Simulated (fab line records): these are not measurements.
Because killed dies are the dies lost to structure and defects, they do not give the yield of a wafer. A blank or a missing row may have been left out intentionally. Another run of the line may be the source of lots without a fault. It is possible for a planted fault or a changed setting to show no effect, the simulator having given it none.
fab line records ; flow n5Finfet
record: lots: 10; wafers: 30; lastDay: 18
route steps=1938 shown BEOL_M13@1692 BEOL_M14@1732
lots with no fault: from the same line, run without faults
startH: hours from the record's first day to the start of the lot's first wafer shown ; waitH: how many hours have passed since the lot's step before this one ; " as in the row above ; L1.1+2: a row that stands for several wafers ; - either no value or no given start ; * or withheld: withheld ; < > ~ a bound
route shown NAME@n: NAME is a module with steps in the file, n the number in the route of the first one ; usual: mean/standard deviation of fault-free wafers ; same: alike in all rows ; chamber/n: place in a boat ; sites: per-site readings ; _std_site: standard deviation of those values ; _edge_site: the outer-site mean with the inner-site mean subtracted ; radiusMm: how far each site lies from the wafer's centre ; mask NAME#n: copy n ; behind: the last tool/chamber to shape the wafer ; hold: why the lot was held/for how many hours/how that ended ; device: which transistor (n, p or np) failed to switch ; end of line: the same wafers' tests at the end of the route ; where a step has no rows: the recipe by itself ; killed: dies that structure and defects cost at the first sort, which is not the same as the wafer's yield ; map: a wafer's dies, x killed, . not, _ none there
set.NAME: the setting as run; set.NAME@STEP: as run at that earlier step ; model.NAME: the simulator's own value behind a step, which no gauge read
the route's steps for a sample of lots (tables are steps, rows are wafers)
services: from which hour (startH, from the record's first day; less than 0 if before it) a tool's chamber was out of use, for how many hours, and why
== steps ==
step: N5_BEOL_M13_DESCUM_33
recipe: chemistry: O2; timeS: 7.9; sourcePowerW: 50; biasPowerW: 20; pressureMtorr: 20; rfFrequencyHz: 2.712e+07; tempC: 40; o2FlowSccm: 225
usual: drypumpMotorCurrentA: 5.50/0.29; oesProductAu: 0.80/0.096; rfFwdPowerW: 49.44/0.2; rfVppV: 242.8/1.4; showerheadPlenumPTorr: 2.07/0.079; throttleValvePct: 20.38/0.28
lot.wafer;tool;chamber;startH;waitH;drypumpMotorCurrentA;oesProductAu;rfFwdPowerW;rfHoursCounterH;rfVppV;showerheadPlenumPTorr;throttleValvePct
L607.1;rieDiel-03;3;255.52;0.1;5.69;0.68;49.78;244;243.5;2.06;20.76
L607.2;rieDiel-03;0;255.52;0.1;5.54;0.70;49.21;224;242.6;2.07;20.29
L607.3;rieDiel-03;2;255.52;0.1;5.27;0.72;49.50;189;244.5;2.08;20.97
L608.1;rieDiel-03;0;261.38;0.0;5.56;0.71;49.22;226;240.8;2.06;20.31
L608.4;rieDiel-03;1;261.38;0.0;5.20;0.76;49.35;160;239.7;1.92;20.17
L608.5;rieDiel-03;0;261.38;0.0;5.56;0.71;49.36;-;242.6;2.07;20.32
L609.1;rieDiel-06;3;269.53;0.0;5.06;0.70;49.11;238;241.7;1.98;20.47
L609.5;rieDiel-06;3;269.53;0.0;5.06;0.71;49.32;-;241.2;1.98;20.48
L609.6;rieDiel-06;0;269.53;0.0;5.48;0.85;49.43;-;243.0;2.12;20.16
L610.2;rieDiel-03;2;290.25;0.0;5.34;0.71;49.24;200;242.5;2.08;20.97
L610.3;rieDiel-03;3;290.25;0.0;5.68;1.00;49.58;0;242.8;2.06;20.40
L610.6;rieDiel-03;3;290.25;0.0;5.69;1.00;49.65;-;243.0;2.06;20.40
L618.1;rieDiel-03;1;343.98;0.0;5.22;0.73;49.54;186;240.1;1.91;20.21
L618.2;rieDiel-03;3;343.98;0.0;5.69;0.91;49.53;18;242.2;2.06;20.43
L618.6;rieDiel-03;1;343.98;0.0;5.21;0.73;49.75;-;240.4;1.91;20.20
L616.1;rieDiel-03;3;344.60;0.0;5.72;0.92;49.48;18;244.0;2.06;20.42
L616.3;rieDiel-03;1;344.60;0.0;5.22;0.74;49.30;186;240.7;1.91;20.20
L616.5;rieDiel-03;3;344.60;0.0;5.72;0.92;49.60;-;242.5;2.06;20.42
L623.1;rieDiel-01;2;358.34;0.2;5.68;0.95;49.55;10;242.1;2.06;20.25
L623.4;rieDiel-01;0;358.34;0.2;5.05;0.77;49.21;121;243.3;2.11;20.68
L623.5;rieDiel-01;2;358.34;0.2;5.70;0.94;49.76;-;242.1;2.06;20.30
L627.1;rieDiel-01;2;386.76;0.0;5.69;0.92;49.79;19;242.3;2.05;20.28
L627.2;rieDiel-01;0;386.76;0.0;5.07;0.77;49.39;127;242.8;2.10;20.70
L627.4;rieDiel-01;3;386.76;0.0;5.68;0.71;49.33;195;241.8;1.99;20.14
L628.2;rieDiel-01;0;390.68;0.0;5.06;0.76;49.34;129;243.6;2.10;20.70
L628.5;rieDiel-01;0;390.68;0.0;5.09;0.77;49.54;-;242.2;2.10;20.69
L628.6;rieDiel-01;3;390.68;0.0;5.66;0.71;49.31;-;242.6;1.99;20.16
L629.1;rieDiel-06;1;406.20;0.0;5.96;0.82;49.47;99;243.4;2.11;20.23
L629.2;rieDiel-06;2;406.20;0.0;5.96;0.75;48.99;162;244.5;2.18;20.23
L629.3;rieDiel-06;3;406.20;0.0;5.05;0.91;49.30;20;244.8;2.23;20.14
step: N5_BEOL_M13_PRE_CLEAN_42
recipe: gas: H2/He; timeS: 30; tempC: 250
usual: heaterPowerW: 329/32
lot.wafer;tool;chamber;startH;waitH;heaterPowerW
L607.1;pvdSputter-03;-;258.31;0.0;329
L607.2;pvdSputter-03;-;258.31;0.0;300
L607.3;pvdSputter-03;-;258.31;0.0;353
L608.1;pvdSputter-01;-;262.86;0.0;355
L608.4;pvdSputter-01;-;262.86;0.0;321
L608.5;pvdSputter-01;-;262.86;0.0;322
L609.1;pvdSputter-02;-;271.41;0.0;371
L609.5;pvdSputter-02;-;271.41;0.0;392
L609.6;pvdSputter-02;-;271.41;0.0;294
L610.2;pvdSputter-01;-;293.56;0.0;317
L610.3;pvdSputter-01;-;293.56;0.0;321
L610.6;pvdSputter-01;-;293.56;0.0;320
L618.1;pvdSputter-01;-;345.28;0.0;370
L618.2;pvdSputter-01;-;345.28;0.0;327
L618.6;pvdSputter-01;-;345.28;0.0;324
L616.1;pvdSputter-02;-;345.87;0.0;320
L616.3;pvdSputter-02;-;345.87;0.0;402
L616.5;pvdSputter-02;-;345.87;0.0;359
L623.1;pvdSputter-03;-;360.17;0.0;298
L623.4;pvdSputter-03;-;360.17;0.0;346
L623.5;pvdSputter-03;-;360.17;0.0;343
L627.1;pvdSputter-01;-;390.16;0.0;312
L627.2;pvdSputter-01;-;390.16;0.0;285
L627.4;pvdSputter-01;-;390.16;0.0;354
L628.2;pvdSputter-02;-;393.04;0.0;361
L628.5;pvdSputter-02;-;393.04;0.0;356
L628.6;pvdSputter-02;-;393.04;0.0;318
L629.1;pvdSputter-03;-;409.83;0.0;352
L629.2;pvdSputter-03;-;409.83;0.0;308
L629.3;pvdSputter-03;-;409.83;0.0;329
step: N5_BEOL_M13_ANNEAL_48
recipe: tempC: 225; timeS: 90; ambient: N2
usual: annealTempC: 225.00/0.17; wafer_temp_C_max: 226.3/0.45
lot.wafer;tool;chamber;startH;waitH;annealTempC;wafer_temp_C_max
L607.1;rtpAnneal-01;0;258.82;0.1;225.03;225.9
L607.2;rtpAnneal-01;0;258.82;0.1;225.08;226.3
L607.3;rtpAnneal-01;0;258.82;0.1;225.39;226.7
L608.1;rtpAnneal-02;0;263.34;0.1;225.07;227.6
L608.4;rtpAnneal-02;0;263.34;0.1;224.95;226.6
L608.5;rtpAnneal-02;0;263.34;0.1;224.81;226.6
L609.1;rtpAnneal-01;0;271.89;0.1;224.88;225.7
L609.5;rtpAnneal-01;0;271.89;0.1;224.76;225.7
L609.6;rtpAnneal-01;0;271.89;0.1;224.98;226.2
L610.2;rtpAnneal-01;0;294.51;0.6;225.28;226.0
L610.3;rtpAnneal-01;0;294.51;0.6;225.16;226.0
L610.6;rtpAnneal-01;0;294.51;0.6;225.02;225.7
L618.1;rtpAnneal-01;0;345.89;0.2;224.88;226.1
L618.2;rtpAnneal-01;0;345.89;0.2;225.01;226.0
L618.6;rtpAnneal-01;0;345.89;0.2;224.79;226.4
L616.1;rtpAnneal-01;0;346.43;0.2;225.00;225.9
L616.3;rtpAnneal-01;0;346.43;0.2;224.94;225.8
L616.5;rtpAnneal-01;0;346.43;0.2;224.86;226.1
L623.1;rtpAnneal-02;0;362.01;1.5;225.19;226.5
L623.4;rtpAnneal-02;0;362.01;1.5;224.98;226.7
L623.5;rtpAnneal-02;0;362.01;1.5;225.17;227.0
L627.1;rtpAnneal-01;0;390.88;0.4;225.15;225.6
L627.2;rtpAnneal-01;0;390.88;0.4;225.02;226.1
L627.4;rtpAnneal-01;0;390.88;0.4;224.77;226.4
L628.2;rtpAnneal-01;0;394.67;1.3;224.94;226.1
L628.5;rtpAnneal-01;0;394.67;1.3;224.85;226.1
L628.6;rtpAnneal-01;0;394.67;1.3;224.79;225.5
L629.1;rtpAnneal-01;0;411.47;1.3;224.87;226.0
L629.2;rtpAnneal-01;0;411.47;1.3;224.99;226.0
L629.3;rtpAnneal-01;0;411.47;1.3;225.10;225.8
step: N5_BEOL_M14_STRIP_63
recipe: chemistry: O2; powerW: 600; tempC: 60; pressureMtorr: 30; rfFrequencyHz: 6e+07; biasPowerW: 0; overashFraction: 0.3; o2FlowSccm: 225
usual: biasPowerW: 0/0; chamberPressureMTorr: 30.00/0.047; drypumpMotorCurrentA: 5.9/0.35; oesProductAu: 0.82/0.084; rfVppV: 3.6/0.88; showerheadPlenumPTorr: 2.12/0.1; throttleValvePct: 16.56/0.2
lot.wafer;tool;chamber;startH;waitH;biasPowerW;chamberPressureMTorr;drypumpMotorCurrentA;oesProductAu;rfHoursCounterH;rfVppV;showerheadPlenumPTorr;throttleValvePct
L607.1;rieDiel-05;1;260;-;0;30.02;5.4;0.75;165;4.6;1.91;16.82
L607.2;rieDiel-05;3;260;-;0;30.04;6.3;0.96;5;4.4;2.15;16.48
L607.3;rieDiel-05;0;260;-;0;29.96;5.5;0.74;191;3.7;2.17;16.56
L608.1;rieDiel-05;1;265;-;0;30.04;5.3;0.74;167;2.0;1.91;16.79
L608.4;rieDiel-05;2;265;-;0;29.94;5.8;0.85;41;3.7;2.23;16.57
L608.5;rieDiel-05;2;265;-;0;30.01;5.8;0.85;-;4.0;2.23;16.53
L609.1;rieDiel-02;3;273;-;0;30.04;5.9;0.70;221;3.0;2.16;16.58
L609.5;rieDiel-02;3;273;-;0;29.98;5.9;0.71;-;3.4;2.16;16.58
L609.6;rieDiel-02;2;273;-;0;30.03;6.4;0.93;-;2.8;2.05;16.43
L610.2;rieDiel-04;1;296;-;0;30.00;6.1;1.03;2;1.5;2.23;16.19
L610.3;rieDiel-04;0;296;-;0;30.02;6.4;0.83;87;3.3;2.22;16.51
L610.6;rieDiel-04;0;296;-;0;30.00;6.4;0.84;-;3.8;2.22;16.50
L618.1;rieDiel-05;1;347;-;-;-;-;-;-;-;-;-
L618.2;rieDiel-05;0;347;-;-;-;-;-;-;-;-;-
L618.6;rieDiel-05;0;347;-;-;-;-;-;-;-;-;-
L616.1;rieDiel-02;2;348;-;-;-;-;-;-;-;-;-
L616.3;rieDiel-02;0;348;-;-;-;-;-;-;-;-;-
L616.5;rieDiel-02;1;348;-;-;-;-;-;-;-;-;-
L623.1;rieDiel-04;1;364;-;0;30.05;6.1;0.92;27;4.4;2.22;16.22
L623.4;rieDiel-04;2;364;-;0;30.03;6.0;0.79;124;3.3;2.01;16.86
L623.5;rieDiel-04;2;364;-;0;29.99;6.1;0.79;-;4.8;2.01;16.84
L627.1;rieDiel-05;0;392;-;0;29.92;5.5;0.70;235;3.0;2.15;16.64
L627.2;rieDiel-05;2;392;-;0;29.92;5.8;0.80;88;2.7;2.21;16.65
L627.4;rieDiel-05;3;392;-;0;29.95;6.4;0.85;47;1.9;2.14;16.55
L628.2;rieDiel-04;2;397;-;0;29.98;6.1;0.78;136;4.3;2.00;16.85
L628.5;rieDiel-04;1;397;-;0;30.04;6.1;0.91;-;5.0;2.22;16.26
L628.6;rieDiel-04;0;397;-;0;29.98;6.4;0.79;-;3.5;2.21;16.59
L629.1;rieDiel-04;3;413;-;0;30.03;6.0;0.88;27;3.9;2.05;16.35
L629.2;rieDiel-04;2;413;-;0;29.93;6.1;0.77;143;4.2;2.00;16.91
L629.3;rieDiel-04;1;413;-;0;30.05;6.1;0.89;46;3.5;2.22;16.27
== services ==
tool;chamber;startH;hours;kind
rieDiel-03;2;241.27;5.7;repair
rieDiel-03;3;244.60;9.1;repair
rieDiel-05;0;267.67;7.6;repair
rieDiel-06;2;269.26;3.9;repair
rieDiel-03;3;274.20;-;clean
rieDiel-03;3;274.20;-;consumableReplace:focusRing
rieDiel-03;3;274.20;15.2;scheduledDown
rieDiel-03;3;274.20;15.2;ventCycle
rieDiel-01;0;275.92;17.7;repair
rieDiel-02;3;321.37;8.5;repair
rtpAnneal-01;-;326.99;4.0;pm
rieDiel-05;3;337.33;15.2;repair
rieDiel-03;0;338.53;-;clean
rieDiel-03;0;338.53;-;consumableReplace:focusRing
rieDiel-03;0;338.53;20.6;scheduledDown
rieDiel-03;-;339.99;0.7;repair
rieDiel-06;0;356.11;2.4;repair
rieDiel-02;1;356.92;13.5;repair
rieDiel-01;0;358.70;5.0;repair
rieDiel-03;0;364.52;16.1;repair
rieDiel-01;0;367.00;3.0;repair
rieDiel-06;2;374.77;20.6;repair
rieDiel-04;0;404.31;19.7;repair
rieDiel-06;3;411.55;5.7;repair
== key ==
firstSign: step: N5_BEOL_M14_STRIP_63; reading: toolRecord; direction: missing
effect none on later readings
metAt N5_BEOL_M14_STRIP_63
struckLots L616,L618
notActingAt N5_BEOL_M13_DESCUM_33,N5_BEOL_M13_PRE_CLEAN_42,N5_BEOL_M13_ANNEAL_48
onsetBetween 273 347
fault: kind: skippedStepWhole; tool: rieDiel-02,rieDiel-05; chamber: -; onsetH: 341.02; steps: N5_BEOL_M14_STRIP_63; scope: struckLotsOnly
